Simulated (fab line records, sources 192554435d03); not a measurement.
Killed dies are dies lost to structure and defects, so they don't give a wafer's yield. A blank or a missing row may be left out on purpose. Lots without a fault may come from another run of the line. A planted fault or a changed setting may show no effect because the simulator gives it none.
Which tool did it? | flow n5_finfet | 12 lots, 36 wafers sampled, at 2 steps of a route of 1938

WHAT THE GAUGES READ, wafer by wafer
N5_BEOL_M13_INSPECT_12: inspects for defects (macro).
lot  | measured     | on                | raw_defect_count
L074 | day 13 19:15 | defect_inspect-02 | 3 0 1
L078 | day 14 02:10 | defect_inspect-02 | 4 0 5
L079 | day 14 21:23 | defect_inspect-01 | 1 1 4
L084 | day 16 01:29 | defect_inspect-02 | 0 1 4
L080 | day 16 13:17 | defect_inspect-02 | 4 5 2
L087 | day 16 17:34 | defect_inspect-02 | 1 2 1
L088 | day 17 14:08 | defect_inspect-02 | 1 2 1
L090 | day 18 04:26 | defect_inspect-01 | 2 0 1
L093 | day 18 08:28 | defect_inspect-01 | 3 5 3
L086 | day 18 13:53 | defect_inspect-01 | 3 2 3
L092 | day 19 02:20 | defect_inspect-02 | 2 4 0
L096 | day 19 09:20 | defect_inspect-01 | 2 0 0

WHICH TOOL RAN EACH LOT (tool, then ch and the chambers of the sampled wafers, then the start)
lot  | N5_BEOL_M12_SPUTTER_45
L074 | pvd_sputter-03, day 13 17:41
L078 | pvd_sputter-01, day 14 00:13
L079 | pvd_sputter-01, day 14 19:51
L084 | pvd_sputter-03, day 15 22:25
L080 | pvd_sputter-02, day 16 11:34
L087 | pvd_sputter-01, day 16 15:49
L088 | pvd_sputter-02, day 17 12:26
L090 | pvd_sputter-03, day 18 02:44
L093 | pvd_sputter-03, day 18 06:50
L086 | pvd_sputter-02, day 18 12:05
L092 | pvd_sputter-02, day 19 00:40
L096 | pvd_sputter-03, day 19 07:22
- N5_BEOL_M12_SPUTTER_45: material Cu, target thk 80 nm, time 13.33 s.

THE ANSWER, worked out from the rows above alone
Rule: what is usual is taken from the lots themselves. Put in order of their means at a reading, lots are off if they are a third of the lots or fewer, leave a main group of 4 or more, and stand apart from it by a gap of 3 or more times the standard deviation of the main group's means; of several such gaps the widest counts. A main group whose means are all the same, to the digits that the tables above print for the reading, isn't used. A lot without any number at a reading at which 4 lots or more have one is off too. The other lots that the step has rows for count as sound.
No lot is off at any reading shown: from this, nothing can be told.

WHAT THE SIMULATOR HAD PUT IN
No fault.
